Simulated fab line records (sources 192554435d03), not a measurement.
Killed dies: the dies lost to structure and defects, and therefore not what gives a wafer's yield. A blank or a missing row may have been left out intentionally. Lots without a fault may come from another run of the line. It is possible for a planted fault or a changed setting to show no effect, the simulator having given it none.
Which of the tools did it? / flow n5-finfet / 12 lots (36 wafers sampled), 1 step of a 1938-step route

## WHAT THE GAUGES SHOWED, per wafer
N5_BEOL_M0_CUTY_OVL_MEAS_58.
lot=L074; measured=day 5 23:10; on=overlay-02; M0_ABLK_OVL (nm)=0.5 1.0 0.4
lot=L077; measured=day 6 10:04; on=overlay-01; M0_ABLK_OVL (nm)=-1.1 -0.7 0.3
lot=L079; measured=day 6 23:28; on=overlay-01; M0_ABLK_OVL (nm)=-0.5 -0.6 0.0
lot=L081; measured=day 7 08:24; on=overlay-01; M0_ABLK_OVL (nm)=-0.2 -0.1 -0.8
lot=L083; measured=day 7 21:04; on=overlay-01; M0_ABLK_OVL (nm)=-0.1 0.0 0.3
lot=L085; measured=day 9 00:15; on=overlay-02; M0_ABLK_OVL (nm)=0.9 1.8 -0.7
lot=L087; measured=day 10 00:10; on=overlay-02; M0_ABLK_OVL (nm)=0.1 -0.5 -0.4
lot=L089; measured=day 10 05:18; on=overlay-02; M0_ABLK_OVL (nm)=-1.1 -0.4 -0.5
lot=L090; measured=day 10 06:27; on=overlay-02; M0_ABLK_OVL (nm)=0.0 -0.4 -0.5
lot=L093; measured=day 10 18:50; on=overlay-02; M0_ABLK_OVL (nm)=-1.3 0.0 0.3
lot=L095; measured=day 11 07:58; on=overlay-02; M0_ABLK_OVL (nm)=-0.4 -0.3 -1.3
lot=L097; measured=day 11 16:21; on=overlay-01; M0_ABLK_OVL (nm)=0.7 1.3 1.7

## WHICH TOOL RAN EACH LOT (tool, then ch and the chambers of the sampled wafers, then the start)
The record holds no process step before these readings.

## THE ANSWER, worked out from the rows above alone
Rule: what is usual is taken from the lots themselves. Put in order of their means at a reading, lots are off if they are a third of the lots or fewer, leave a main group of 4 or more, and stand apart from it by a gap of 3 or more times the standard deviation of the main group's means; of several such gaps the widest counts. A main group whose means are all the same, to the digits that the tables above print for the reading, isn't used. Also off: a lot with no number at a reading for which 4 or more lots have one. All remaining lots with rows at the step are treated as sound.
None of the lots is off at any reading shown; this tells nothing.

## WHAT WAS PUT IN BY THE SIMULATOR
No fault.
